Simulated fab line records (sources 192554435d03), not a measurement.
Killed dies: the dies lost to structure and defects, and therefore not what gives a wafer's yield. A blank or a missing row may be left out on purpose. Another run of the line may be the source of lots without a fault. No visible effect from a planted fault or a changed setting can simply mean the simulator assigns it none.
fab line records | flow n5-finfet
record lots=10 wafers=26 last-day=18
route steps=1938 shown BEOL_M4@1111 BEOL_M5@1116 PASSIVATION@1936
lots untouched by any fault: they come from a run of this same line in which no faults occurred
start-h: hours from the record's first day to the start of the lot's first wafer shown | wait-h: how many hours have passed since the lot's step before this one | " the same as in the row above | L1.1+2: one row covering several wafers at once | - either no value or no given start | * or withheld: withheld | < > ~ a bound
route shown NAME@n: a module of which the file shows steps, and the number in the route of the first | usual: the fault-free wafers' mean and standard deviation | same: alike in all rows | chamber/n: place in a boat | sites: the reading at each site | _std_site: standard deviation of those values | _edge_site: mean of outer sites minus mean of inner sites | radius-mm: for every site, how far away it sits from the centre of the wafer | mask NAME#n: copy n | behind: the tool/chamber that last shaped the wafer | hold: why the lot was held/for how many hours/how that ended | device: names the non-switching transistor (n, p or np) | end of line: the route-end tests of the same wafers | where a step has no rows: the recipe by itself | killed: the dies lost at the first sort to structure and to defects; this is not the yield of the wafer | map: shows each die of a wafer: x if killed, . if not, _ if none is there
set.NAME: setting as actually run; set.NAME@STEP: the setting as run at that earlier step | model.NAME: the simulator's own value behind a step, which no gauge read
a sample of lots followed through the steps of the route, with each step as a table and each wafer as a row
services: the hour from which a tool's chamber was out of use, counted from the record's first day as start-h (under 0 if before that day), plus the number of hours and why
## steps
# step N5_BEOL_M4_RC_MEAS_101
# usual DIBL_N=35.3/2.5 DIBL_P=35/3.3 IOFF_N=0.15/0.049 IOFF_P=0.20/0.056 ION_N=673/16 ION_P=462/10 SS_N=71.2/0.85 SS_P=73.0/0.97 VT_N=252/4.9 VT_P=-251/5
# columns lot.wafer tool chamber start-h wait-h DIBL_N[mV/V] DIBL_P[mV/V] IOFF_N[nA/um] IOFF_P[nA/um] ION_N[uA/um] ION_P[uA/um] SS_N[mV/dec] SS_P[mV/dec] VT_N[mV] VT_P[mV]
L258.2 prober-02 0 180.63 0.2 34.2 33 0.13 0.19 673 461 70.8 72.6 251 -249
L258.5 " 0 " " 31.6 31 0.10 0.15 662 464 70.7 71.8 255 -252
L259.1 prober-02 0 186.07 0.0 37.3 39 0.19 0.21 691 466 72.6 73.9 248 -251
L259.6 " 0 " " 37.2 38 0.18 0.20 680 457 72.3 73.5 251 -256
L262.1 prober-02 0 201.60 0.0 35.9 37 0.16 0.24 684 478 72.1 73.5 250 -249
L262.6 " 0 " " 34.6 35 0.13 0.20 676 471 71.6 73.7 252 -249
L264.3 prober-01 0 219.50 0.3 33.9 34 0.13 0.19 668 462 70.8 72.4 252 -251
L264.4 " 0 " " 39.9 41 0.23 0.32 698 479 72.1 74.7 244 -244
L264.5 " 0 " " 42.3 44 0.33 0.39 712 481 73.3 75.4 240 -241
L265.1 prober-02 0 219.74 0.0 35.6 35 0.14 0.20 668 464 70.9 72.9 249 -250
L265.5 " 0 " " 35.7 36 0.16 0.22 683 473 71.1 72.1 247 -251
L265.6 " 0 " " 36.1 36 0.15 0.21 683 470 71.6 72.9 252 -248
L272.1 prober-01 0 245.10 0.0 30.9 30 0.10 0.16 663 456 70.4 71.9 257 -247
L272.2 " 0 " " 30.3 31 0.09 0.19 652 472 69.6 71.8 254 -246
L272.5 " 0 " " 31.9 32 0.10 0.19 657 464 70.5 71.8 255 -245
L275.1 prober-01 0 287.75 0.4 32.1 33 0.11 0.16 663 462 70.3 71.7 254 -254
L275.6 " 0 " " 31.2 32 0.11 0.15 668 460 70.5 71.4 255 -253
L278.1 prober-02 0 292.19 0.0 33.8 33 0.11 0.15 667 458 70.2 71.5 254 -256
L278.2 " 0 " " 34.3 34 0.11 0.15 678 467 70.8 71.8 258 -253
L278.5 " 0 " " 33.3 32 0.11 0.14 684 468 69.6 71.5 256 -257
L280.1 prober-02 0 297.30 0.0 30.2 29 0.08 0.11 665 457 70.0 72.5 259 -258
L280.2 " 0 " " 31.0 30 0.09 0.11 646 447 70.0 72.4 257 -257
L280.6 " 0 " " 31.3 30 0.09 0.12 648 442 69.9 72.0 259 -259
L281.1 prober-02 0 318.45 0.0 32.9 31 0.09 0.13 648 451 71.3 72.7 257 -261
L281.3 " 0 " " 37.2 36 0.14 0.18 654 448 71.5 73.9 253 -254
L281.5 " 0 " " 37.3 35 0.14 0.17 656 445 72.3 73.9 256 -256
# step N5_BEOL_M5_HM_DEP_02
# recipe material=TiN target-thk-a=200 temp-c=25 chamber-pressure-pa=0.49996
# usual throttle-valve-pct=29.6/1
# columns lot.wafer tool chamber start-h wait-h throttle-valve-pct
L258.2 pvd-sputter-02 - 182.22 0.1 29.0
L258.5 " - " " 30.4
L259.1 pvd-sputter-03 - 189.00 1.3 30.9
L259.6 " - " " 29.6
L262.1 pvd-sputter-01 - 205.57 2.4 27.6
L262.6 " - " " 27.9
L264.3 pvd-sputter-02 - 221.17 0.4 28.7
L264.4 " - " " 29.7
L264.5 " - " " 30.3
L265.1 pvd-sputter-03 - 221.38 0.0 30.9
L265.5 " - " " 30.0
L265.6 " - " " 29.9
L272.1 pvd-sputter-02 - 249.18 2.5 29.7
L272.2 " - " " 28.9
L272.5 " - " " 30.2
L275.1 pvd-sputter-03 - 291.74 2.4 28.5
L275.6 " - " " 30.0
L278.1 pvd-sputter-03 - 296.08 2.3 28.6
L278.2 " - " " 29.6
L278.5 " - " " 29.7
L280.1 pvd-sputter-03 - 299.42 0.5 30.9
L280.2 " - " " 28.5
L280.6 " - " " 30.7
L281.1 pvd-sputter-03 - 320.41 0.4 29.6
L281.3 " - " " 28.8
L281.5 " - " " 30.2
# step N5_BEOL_M5_STRIP_64
# recipe chemistry=CF4 resist=SiARC power-w=300 bias-power-w=75 pressure-mtorr=50 cf4-flow-sccm=150 rf-frequency-hz=6e+07
# usual bias-power-w=74.99/0.24 drypump-motor-current-A=5.7/0.44 oes-product-au=0.75/0.076 rf-vpp-V=270.8/1.4 showerhead-plenum-p-Torr=1.77/0.059 throttle-valve-pct=13.75/0.27
# columns lot.wafer tool chamber start-h wait-h bias-power-w drypump-motor-current-A oes-product-au rf-hours-counter-h rf-vpp-V showerhead-plenum-p-Torr throttle-valve-pct
L258.2 rie-diel-02 0 183.07 0.0 75.23 5.6 0.93 3 271.1 1.83 13.14
L258.5 " 2 " " 74.92 5.9 0.74 - 270.5 1.79 13.66
L259.1 rie-diel-01 0 189.97 0.0 75.22 6.4 0.74 175 271.6 1.77 13.39
L259.6 " 3 " " 74.96 6.1 0.71 - 270.1 1.71 14.06
L262.1 rie-diel-03 3 206.29 0.0 74.86 5.2 0.75 155 268.3 1.73 13.80
L262.6 " 2 " " 74.99 5.8 0.97 - 271.9 1.78 13.70
L264.3 rie-diel-03 2 222.03 0.0 75.16 5.9 0.95 9 271.4 1.78 13.71
L264.4 " 3 " " 75.35 5.2 0.74 161 269.2 1.73 13.81
L264.5 " 0 " " 74.98 5.4 0.72 - 271.7 1.87 14.08
L265.1 rie-diel-01 3 222.32 0.0 74.84 6.0 0.70 211 269.5 1.71 14.10
L265.5 " 3 " " 74.68 6.0 0.70 - 268.8 1.71 14.10
L265.6 " 0 " " 75.03 6.4 0.73 - 269.9 1.77 13.44
L272.1 rie-diel-01 1 250.10 0.0 75.03 5.3 0.73 175 268.8 1.71 13.75
L272.2 " 2 " " 74.89 6.1 0.72 179 271.8 1.86 13.52
L272.5 " 1 " " 74.38 5.3 0.73 - 270.8 1.71 13.78
L275.1 rie-diel-01 3 292.77 0.0 75.43 6.1 0.68 234 270.6 1.71 14.15
L275.6 " 1 " " 75.00 5.3 0.72 - 268.5 1.70 13.77
L278.1 rie-diel-01 2 296.80 0.0 75.00 6.1 0.71 193 272.4 1.85 13.56
L278.2 " 1 " " 74.82 5.3 0.72 191 269.0 1.70 13.79
L278.5 " 3 " " 75.32 6.0 0.69 - 268.3 1.70 14.16
L280.1 rie-diel-03 3 300.27 0.0 75.10 5.2 0.72 190 270.4 1.72 13.88
L280.2 " 2 " " 74.94 5.9 0.89 38 270.5 1.77 13.76
L280.6 " 0 " " 75.10 5.4 0.70 - 272.0 1.87 14.13
L281.1 rie-diel-03 1 321.13 0.0 75.25 5.1 0.90 17 270.8 1.77 13.62
L281.3 " 0 " " 74.77 5.4 0.70 236 272.5 1.87 14.15
L281.5 " 3 " " 75.20 5.2 0.72 - 270.0 1.72 13.88
# step N5_BEOL_M5_ETCH_68
# recipe chemistry=N2/H2 target=SOC target-depth-a=800 overetch-a=160 mask-material=SiARC temp-c=40 time-s=120 ion-energy-ev=200 pressure-mtorr=30 source-w=840 bias-w=150 n2-flow-sccm=200 h2-flow-sccm=200
# usual drypump-motor-current-A=5.7/0.4 oes-product-au=0.58/0.055 rf-vpp-V=523.1/2.4 showerhead-plenum-p-Torr=2.51/0.086 throttle-valve-pct=17.9/0.3
# columns lot.wafer tool chamber start-h wait-h drypump-motor-current-A oes-product-au rf-hours-counter-h rf-vpp-V showerhead-plenum-p-Torr throttle-valve-pct
L258.2 rie-diel-02 0 184.55 0.0 5.6 0.72 4 524.7 2.62 17.5
L258.5 " 0 " " 5.6 0.72 - 526.9 2.62 17.5
L259.1 rie-diel-01 0 190.77 0.0 6.4 0.57 175 523.9 2.52 17.6
L259.6 " 1 " " 5.3 0.57 - 521.8 2.43 18.1
L262.1 rie-diel-03 2 208.79 0.0 5.9 0.74 4 521.8 2.48 17.9
L262.6 " 1 " " 5.1 0.51 - 520.6 2.52 18.4
L264.3 rie-diel-01 2 224.23 0.0 6.1 0.57 169 526.9 2.64 17.6
L264.4 " 0 " " 6.4 0.57 186 523.8 2.51 17.6
L264.5 " 3 " " 6.1 0.54 - 521.0 2.40 18.3
L265.1 rie-diel-03 0 225.21 0.0 5.4 0.56 203 524.3 2.65 18.2
L265.5 " 1 " " 5.1 0.51 - 521.6 2.51 18.4
L265.6 " 2 " " 5.9 0.73 - 523.6 2.48 17.9
L272.1 rie-diel-03 3 251.91 0.0 5.2 0.57 172 523.1 2.42 18.0
L272.2 " 2 " " 5.9 0.71 21 521.9 2.47 18.0
L272.5 " 3 " " 5.2 0.57 - 519.9 2.42 17.9
L275.1 rie-diel-02 0 296.14 0.0 5.6 0.67 30 524.0 2.60 17.5
L275.6 " 2 " " 5.9 0.56 - 524.2 2.53 17.9
L278.1 rie-diel-02 0 299.31 0.0 5.6 0.68 31 525.6 2.60 17.5
L278.2 " 1 " " 5.6 0.58 179 519.5 2.42 18.1
L278.5 " 1 " " 5.6 0.57 - 521.1 2.42 18.1
L280.1 rie-diel-01 2 302.94 0.0 6.1 0.54 195 527.0 2.63 17.6
L280.2 " 0 " " 6.4 0.54 213 524.1 2.50 17.6
L280.6 " 0 " " 6.4 0.55 - 523.6 2.50 17.6
L281.1 rie-diel-03 1 322.60 0.0 5.1 0.70 18 522.6 2.50 18.0
L281.3 " 3 " " 5.2 0.55 197 521.0 2.41 18.0
L281.5 " 1 " " 5.1 0.70 - 522.9 2.50 18.0
# step N5_BEOL_M5_OCD_MEAS_38
# usual trench-depth-nm=70.9/1.7
# columns lot.wafer tool chamber start-h wait-h trench-depth-nm
L258.2 ocd-01 - 184.89 - 73.4
L258.5 " - " " 73.0
L259.1 ocd-02 - 191.11 - 70.5
L259.6 " - " " 70.5
L262.1 ocd-02 - 209.13 - 73.5
L262.6 " - " " 69.2
L264.3 ocd-01 - 224.58 - 70.0
L264.4 " - " " 70.7
L264.5 " - " " 71.8
L265.1 ocd-02 - 225.55 - 70.0
L265.5 " - " " 71.3
L265.6 " - " " 74.8
L272.1 ocd-02 - 252.25 - 8.7
L272.2 " - " " 59.5
L272.5 " - " " 68.1
L275.1 ocd-01 - 296.48 - 72.8
L275.6 " - " " 68.7
L278.1 ocd-01 - 299.65 - 72.4
L278.2 " - " " 68.9
L278.5 " - " " 69.3
L280.1 ocd-02 - 303.28 - 68.5
L280.2 " - " " 70.6
L280.6 " - " " 69.5
L281.1 ocd-02 - 322.94 - 73.4
L281.3 " - " " 68.2
L281.5 " - " " 73.0
# step N5_BEOL_M5_ALD_86
# recipe material=TaN target-thk-a=* temp-c=275 ald-precursor-family=PDMAT ald-co-reactant=NH3 pressure-torr=3 carrier-flow-sccm=1500 pulse-time-s=2 purge-time-s=3 co-reactant-purge-time-s=2 co-reactant-pulse-time-s=3 ald-cycles=30 precursor-vessel-temp-c=75 precursor-vessel-pressure-torr=26.25 precursor-vessel-carrier-sccm=1000
# usual heater-power-w=424/34 precursor-vessel-carrier-sccm=1000/3 precursor-vessel-pressure-torr=26.24/0.055
# same co-reactant-purge-time-s=2
# columns lot.wafer tool chamber start-h wait-h heater-power-w precursor-vessel-carrier-sccm precursor-vessel-pressure-torr
L258.2 ald-metal-04 2 185.70 0.0 402 1002 26.23
L258.5 " 2 " " 412 997 26.22
L259.1 ald-metal-04 2 192.78 0.1 408 1003 26.24
L259.6 " 2 " " 402 1004 26.24
L262.1 ald-metal-03 0 210.23 0.0 393 995 26.25
L262.6 " 0 " " 408 1002 26.26
L264.3 ald-metal-01 3 225.32 0.1 395 1000 26.27
L264.4 " 1 " " 456 1002 26.28
L264.5 " 3 " " 391 999 26.22
L265.1 ald-metal-03 0 226.30 0.2 381 997 26.24
L265.5 " 3 " " 401 1007 26.27
L265.6 " 0 " " 381 996 26.23
L272.1 ald-metal-01 3 253.04 0.0 403 995 26.21
L272.2 " 0 " " 508 1001 26.16
L272.5 " 2 " " 410 998 26.25
L275.1 ald-metal-01 3 297.29 0.1 393 997 26.17
L275.6 " 3 " " 396 996 26.27
L278.1 ald-metal-01 3 300.52 0.0 397 995 26.33
L278.2 " 0 " " 509 1003 26.23
L278.5 " 3 " " 396 1002 26.26
L280.1 ald-metal-03 0 304.03 0.1 388 1000 26.19
L280.2 " 1 " " 432 1003 26.24
L280.6 " 0 " " 390 998 26.25
L281.1 ald-metal-01 1 323.91 0.1 454 1002 26.26
L281.3 " 2 " " 422 1000 26.38
L281.5 " 2 " " 415 1001 26.25
# step N5_PASSIVATION_PROBE_49
# usual defect-limited-yield=91.3/1.4 killed_at_M0_to_M3=33/9.9 killed_at_M4_up=15/5.6 killed-at-contacts=13/5.7 killed-at-front-end=38/12 killed-at-other=4/3.1 killed-dies=103/17 killed-open=66/13 killed-short=32/7.8 sort_bin_4_leakage=0.02/0.16 sort_bin_5_function=5.1/0.95 sort_bin_6_memory=3.2/0.68 sort_bin_8_speed=0.02/0.22 sort-n-pass=1077/17 sort-yield-pct=91.3/1.5
# same gross-dies=1180 killed-at-back-side=0
# columns lot.wafer tool chamber start-h wait-h defect-limited-yield[%] killed_at_M0_to_M3 killed_at_M4_up killed-at-contacts killed-at-front-end killed-at-other killed-dies killed-open killed-short sort_bin_4_leakage[%] sort_bin_5_function[%] sort_bin_6_memory[%] sort_bin_8_speed[%] sort-n-pass sort-yield-pct[%]
L258.2 prober-02 - 288.28 0.1 91.0 22 18 19 44 3 106 78 28 0 5.5 3.4 0 1074 91.0
L258.5 prober-02 - 288.43 0.2 92.7 25 13 10 38 0 86 54 23 0 4.6 1.9 0 1094 92.7
L259.1 prober-02 - 294.34 0.0 91.2 56 5 12 25 6 104 56 45 0 4.1 4.3 0 1076 91.2
L259.6 prober-02 - 294.59 0.3 89.9 45 26 11 33 4 119 75 43 0 6.2 3.2 0 1061 89.9
L262.1 prober-01 - 305.33 0.0 88.1 41 14 20 56 9 140 93 45 0 6.9 4.2 0 1040 88.1
L262.6 prober-01 - 305.58 0.3 89.5 22 8 17 75 2 124 96 27 0 7.2 3.1 0 1056 89.5
L265.1 prober-01 - 324.85 0.0 91.3 25 13 12 51 2 103 77 25 0 4.8 3.6 0 1077 91.3
L265.5 prober-01 - 325.05 0.2 92.4 25 25 7 31 2 90 60 28 0 4.5 3.0 0 1090 92.4
L265.6 prober-01 - 325.10 0.3 92.7 26 24 6 26 4 86 55 30 0 4.3 2.8 0 1094 92.7
L272.1 prober-01 - 350.34 0.0 10.2 47 952 14 41 6 1060 86 40 0 85.1 4.4 0 120 10.2
L272.2 prober-01 - 350.39 0.1 80.5 44 142 18 26 0 230 63 23 0 15.8 3.1 0.08 950 80.5
L272.5 prober-01 - 350.54 0.2 92.5 40 10 11 23 4 88 58 28 0 4.7 2.5 0 1092 92.5
L278.1 prober-02 - 399.95 0.0 92.8 14 11 5 50 5 85 42 31 0 3.6 2.9 0 1095 92.8
L278.2 prober-02 - 400.00 0.1 90.4 37 18 16 38 4 113 62 46 0 5.4 3.9 0 1067 90.4
L278.5 prober-02 - 400.15 0.2 91.9 25 13 18 33 6 95 61 30 0 4.7 3.0 0 1085 91.9
L281.1 prober-02 - 432.52 0.0 93.1 15 18 10 38 0 81 52 22 0 4.7 1.9 0 1099 93.1
L281.3 prober-02 - 432.62 0.1 91.5 38 15 7 37 3 100 61 34 0 5.3 2.9 0 1080 91.5
L281.5 prober-02 - 432.72 0.2 90.1 26 17 18 53 3 117 67 44 0 6.0 3.7 0 1063 90.1
# killed by level:class
L258.2 FIN_SAQP:geometric-particle:open=15 MOL_CONTACT_COAG:geometric-particle:open=14 BEOL_M4:geometric-particle:open=10 FIN_SAQP:geometric-particle:short=8 BEOL_M0_SAQP:geometric-particle:open=8 BEOL_M5:geometric-particle:open=6 STI_FIN_REVEAL:geometric-particle:open=5 GATE_CUT:geometric-particle:short=5
L258.5 BEOL_M0_SAQP:geometric-particle:open=8 STI_FIN_REVEAL:geometric-particle:open=8 MOL_CONTACT_COAG:geometric-particle:open=8 HKMG_FIN:area-etch=7 FIN_SAQP:geometric-particle:open=5 ILD0:geometric-particle:short=4 BEOL_M0_SAQP:geometric-particle:short=4 BEOL_M0:geometric-particle:open=4
L259.1 BEOL_M0_SAQP:geometric-particle:short=21 MOL_CONTACT_COAG:geometric-particle:open=10 BEOL_M0_SAQP:geometric-particle:open=10 BEOL_M1:geometric-particle:open=9 BEOL_M2:geometric-particle:open=6 STI_FIN_REVEAL:geometric-particle:open=5 ILD0:geometric-particle:short=4 GATE_CUT:geometric-particle:open=3
L259.6 BEOL_M0_SAQP:geometric-particle:short=13 BEOL_M4:geometric-particle:open=13 MOL_CONTACT_COAG:geometric-particle:open=10 BEOL_M1:geometric-particle:open=9 BEOL_M0_SAQP:geometric-particle:open=8 GATE_CUT:geometric-particle:open=6 BEOL_M5:geometric-particle:open=6 GATE_CUT:geometric-particle:short=5
L262.1 MOL_CONTACT_COAG:geometric-particle:open=18 FIN_SAQP:geometric-particle:open=14 BEOL_M3:geometric-particle:open=13 STI_FIN_REVEAL:geometric-particle:open=11 FIN_SAQP:geometric-particle:short=10 BEOL_M1:geometric-particle:open=9 BEOL_M2:geometric-particle:open=6 BEOL_M0_SAQP:geometric-particle:short=6
L262.6 STI_FIN_REVEAL:geometric-particle:open=32 MOL_CONTACT_COAG:geometric-particle:open=15 FIN_SAQP:geometric-particle:open=11 BEOL_M0_SAQP:geometric-particle:open=10 BEOL_M3:geometric-particle:open=7 DUMMY_GATE:geometric-particle:short=5 GATE_CUT:geometric-particle:short=5 FIN_SAQP:geometric-particle:short=4
L265.1 FIN_SAQP:geometric-particle:open=26 BEOL_M3:geometric-particle:open=10 MOL_CONTACT_COAG:geometric-particle:open=8 BEOL_M5:geometric-particle:open=7 FIN_SAQP:geometric-particle:short=6 BEOL_M2:geometric-particle:open=5 MOL_CONTACT_COAG:geometric-particle:short=4 GATE_CUT:geometric-particle:short=3
L265.5 BEOL_M4:geometric-particle:open=11 FIN_SAQP:geometric-particle:open=9 FIN_SAQP:geometric-particle:short=9 BEOL_M2:geometric-particle:open=6 MOL_CONTACT_COAG:geometric-particle:open=5 BEOL_M0_SAQP:geometric-particle:short=5 BEOL_M3:geometric-particle:open=5 STARTING-WAFER:geometric-particle:open=5
L265.6 BEOL_M4:geometric-particle:open=15 GATE_CUT:geometric-particle:open=5 BEOL_M0_SAQP:geometric-particle:short=5 FIN_SAQP:geometric-particle:short=4 GATE_CUT:geometric-particle:short=4 MOL_CONTACT_COAG:geometric-particle:open=4 BEOL_M0_SAQP:geometric-particle:open=4 BEOL_M0:geometric-particle:short=4
L272.1 BEOL_M5:area-open=934 MOL_CONTACT_COAG:geometric-particle:open=14 BEOL_M0_SAQP:geometric-particle:open=13 BEOL_M0_SAQP:geometric-particle:short=11 FIN_SAQP:geometric-particle:open=9 BEOL_M4:geometric-particle:open=9 FIN_SAQP:geometric-particle:short=8 STI_FIN_REVEAL:geometric-particle:open=7
L272.2 BEOL_M5:area-open=136 MOL_CONTACT_COAG:geometric-particle:open=14 BEOL_M0_SAQP:geometric-particle:open=14 BEOL_M0_SAQP:geometric-particle:short=8 BEOL_M3:geometric-particle:open=8 DUMMY_GATE:geometric-particle:open=5 HKMG_FIN:area-etch=5 STI_FIN_REVEAL:geometric-particle:open=4
L272.5 BEOL_M3:geometric-particle:open=13 BEOL_M0_SAQP:geometric-particle:short=9 BEOL_M2:geometric-particle:open=9 MOL_CONTACT_COAG:geometric-particle:open=8 FIN_SAQP:geometric-particle:open=5 STARTING-WAFER:geometric-particle:open=5 BEOL_M4:geometric-particle:short=4 STI_FIN_REVEAL:geometric-particle:open=3
L278.1 FIN_SAQP:geometric-particle:open=12 FIN_SAQP:geometric-particle:short=10 HKMG_FIN:area-etch=8 BEOL_M3:geometric-particle:open=6 MOL_CONTACT_COAG:geometric-particle:open=4 BEOL_M0_SAQP:geometric-particle:short=4 STARTING-WAFER:geometric-particle:short=4 DUMMY_GATE:geometric-particle:short=3
L278.2 MOL_CONTACT_COAG:geometric-particle:open=13 FIN_SAQP:geometric-particle:short=9 BEOL_M0_SAQP:geometric-particle:short=9 FIN_SAQP:geometric-particle:open=8 BEOL_M3:geometric-particle:open=8 GATE_CUT:geometric-particle:short=6 BEOL_M4:geometric-particle:open=6 BEOL_M0:geometric-particle:open=5
L278.5 MOL_CONTACT_COAG:geometric-particle:open=17 FIN_SAQP:geometric-particle:open=11 BEOL_M3:geometric-particle:open=9 GATE_CUT:geometric-particle:short=6 BEOL_M0_SAQP:geometric-particle:short=6 BEOL_M5:geometric-particle:open=6 FIN_SAQP:geometric-particle:short=5 STARTING-WAFER:geometric-particle:open=3
L281.1 FIN_SAQP:geometric-particle:open=12 BEOL_M0_SAQP:geometric-particle:open=7 BEOL_M4:geometric-particle:open=7 MOL_CONTACT_COAG:geometric-particle:open=6 BEOL_M5:geometric-particle:open=6 FIN_SAQP:geometric-particle:short=5 STI_FIN_REVEAL:geometric-particle:open=5 DUMMY_GATE:geometric-particle:open=5
L281.3 BEOL_M0_SAQP:geometric-particle:open=12 BEOL_M0_SAQP:geometric-particle:short=9 FIN_SAQP:geometric-particle:short=8 STI_FIN_REVEAL:geometric-particle:open=7 MOL_CONTACT_COAG:geometric-particle:open=7 DUMMY_GATE:geometric-particle:open=6 BEOL_M1:geometric-particle:open=6 FIN_SAQP:geometric-particle:open=5
L281.5 FIN_SAQP:geometric-particle:open=15 FIN_SAQP:geometric-particle:short=11 MOL_CONTACT_COAG:geometric-particle:open=10 STI_FIN_REVEAL:geometric-particle:open=8 BEOL_M0:geometric-particle:open=8 MOL_CONTACT_COAG:geometric-particle:short=7 BEOL_M4:geometric-particle:short=6 STARTING-WAFER:geometric-particle:short=6
## services
# columns tool chamber start-h hours kind
rie-diel-03 2 173.35 - clean
rie-diel-03 2 173.35 - consumable-replace:focus-ring
rie-diel-03 2 173.35 19.9 scheduled-down
rie-diel-03 2 173.35 19.9 vent-cycle
ald-metal-04 1 173.83 34.1 repair
rie-diel-01 1 197.73 6.1 repair
ald-metal-03 2 207.00 205.9 repair
rie-diel-01 1 210.44 1.8 repair
rie-diel-02 - 212.13 28.1 pm
pvd-sputter-03 - 216.20 4.0 repair
ald-metal-04 0 220.83 5.3 repair
ald-metal-01 0 222.67 8.0 repair
ald-metal-01 - 228.84 14.6 pm
ald-metal-04 - 242.30 14.6 pm
rie-diel-03 1 245.77 - clean
rie-diel-03 1 245.77 - consumable-replace:focus-ring
rie-diel-03 1 245.77 18.5 scheduled-down
rie-diel-02 1 285.26 2.9 repair
ald-metal-03 - 289.12 8.7 pm
ald-metal-04 0 297.58 4.9 repair
ald-metal-03 - 301.30 0.4 repair
rie-diel-02 2 311.15 15.1 repair
rie-diel-03 2 315.58 9.5 repair
ald-metal-04 - 317.49 8.7 pm
## key
first-sign step=N5_BEOL_M5_OCD_MEAS_38 reading=trench-depth-nm direction=down sigmas=22 usual=70.9 struck=34.1
effect step=N5_PASSIVATION_PROBE_49 reading=killed_at_M4_up direction=up sigmas=95 usual=15 struck=547
more-kills-born-at N5_BEOL_M5_HM_OPEN_17@rie-metal-02=1070
met-at N5_BEOL_M5_HM_DEP_02
struck-lots L272
struck-wafers L272.1,L272.2
later-rows-left-out L272.1
not-acting-at N5_BEOL_M5_STRIP_64,N5_BEOL_M5_ETCH_68,N5_BEOL_M5_ALD_86
onset-between 221.17 249.18
fault kind=process-parameter-drift tool=pvd-sputter-02 chamber=- onset-h=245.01 steps=N5_BEOL_M5_HM_DEP_02 channel=target-thk-a offset=* shape=step end-h=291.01 scope=struck-wafers-only acts-in=* stated=*
# later-rows-left-out: the simulator's readings of these wafers behind a module that went badly wrong aren't trusted and aren't shown, but for the sort
